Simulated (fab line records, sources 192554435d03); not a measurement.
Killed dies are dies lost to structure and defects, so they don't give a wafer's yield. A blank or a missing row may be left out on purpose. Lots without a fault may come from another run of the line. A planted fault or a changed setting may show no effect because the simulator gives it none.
Chamber matching | flow n5_finfet | N5_BEOL_M7_DESCUM_33 on rie_diel-03: 4 sister chambers
The step chemistry O2, time 7 s. 22 wafers are shown with their chamber, then 11 later ones without.

WAFERS WITH THEIR CHAMBER
wafer  | chamber | showerhead_plenum_p_Torr (Torr) | drypump_motor_current_A (A) | throttle_valve_pct (%)
L074.3 | 2       | 2.07                            | 5.5                         | 20.52
L074.4 | 1       | 2.19                            | 6.1                         | 20.58
L074.5 | 3       | 2.24                            | 6.4                         | 20.11
L075.1 | 2       | 2.07                            | 5.5                         | 20.53
L075.3 | 0       | 2.00                            | 5.2                         | 20.30
L075.6 | 1       | 2.19                            | 6.1                         | 20.58
L079.1 | 2       | 2.07                            | 5.5                         | 20.52
L079.4 | 0       | 2.00                            | 5.1                         | 20.30
L079.6 | 0       | 2.00                            | 5.1                         | 20.29
L080.1 | 2       | 2.07                            | 5.5                         | 20.55
L080.3 | 3       | 2.23                            | 6.4                         | 20.14
L080.5 | 0       | 2.00                            | 5.1                         | 20.31
L081.1 | 1       | 2.19                            | 6.1                         | 20.58
L081.2 | 0       | 2.00                            | 5.1                         | 20.31
L081.5 | 3       | 2.23                            | 6.4                         | 20.15
L082.1 | 1       | 2.19                            | 6.1                         | 20.60
L082.5 | 2       | 2.07                            | 5.5                         | 20.55
L082.6 | 1       | 2.19                            | 6.1                         | 20.59
L083.4 | 1       | 2.19                            | 6.1                         | 20.61
L083.5 | 0       | 2.00                            | 5.1                         | 20.32
L083.6 | 3       | 2.23                            | 6.4                         | 20.14
L086.1 | 0       | 2.00                            | 5.1                         | 20.32

SIGNATURES (means of the wafers above)
reading                  | chamber 0 | chamber 1 | chamber 2 | chamber 3 | scatter within a chamber
showerhead_plenum_p_Torr | 2.0000    | 2.1900    | 2.0700    | 2.2325    | 0.00204
drypump_motor_current_A  | 5.114     | 6.100     | 5.500     | 6.400     | 0.0218
throttle_valve_pct       | 20.3071   | 20.5900   | 20.5340   | 20.1350   | 0.0137
Rule: a wafer's distance from a chamber is the root of the sum, over the readings, of the square of ((its reading less the chamber's mean) divided by the reading's scatter). The wafer belongs to the nearest chamber; if the next one is less than 2 further off, it can't be placed. The scatter: the root of (the sum of the squares of (reading less its chamber's mean) over the shown wafers, divided by (wafers less chambers)).

WAFERS WITHOUT THEIR CHAMBER
wafer  | showerhead_plenum_p_Torr (Torr) | drypump_motor_current_A (A) | throttle_valve_pct (%)
L086.2 | 2.18                            | 6.1                         | 20.58
L086.3 | 2.06                            | 5.5                         | 20.55
L087.1 | 2.00                            | 5.1                         | 20.33
L087.2 | 2.23                            | 6.4                         | 20.16
L087.6 | 2.06                            | 5.5                         | 20.55
L091.2 | 2.06                            | 5.5                         | 20.57
L091.4 | 2.06                            | 5.5                         | 20.56
L091.6 | 2.18                            | 6.1                         | 20.60
L092.2 | 2.18                            | 6.1                         | 20.63
L092.3 | 2.06                            | 5.5                         | 20.57
L092.5 | 2.06                            | 5.5                         | 20.58

WHICH CHAMBER EACH WENT THROUGH
wafer  | from the rows above | in truth
L086.2 | 1                   | 1
L086.3 | 2                   | 2
L087.1 | 0                   | 0
L087.2 | 3                   | 3
L087.6 | 2                   | 2
L091.2 | 2                   | 2
L091.4 | 2                   | 2
L091.6 | 1                   | 1
L092.2 | 1                   | 1
L092.3 | 2                   | 2
L092.5 | 2                   | 2
Placed correctly: 11 of 11. Can't be placed from these rows: 0. Placed wrongly: 0.
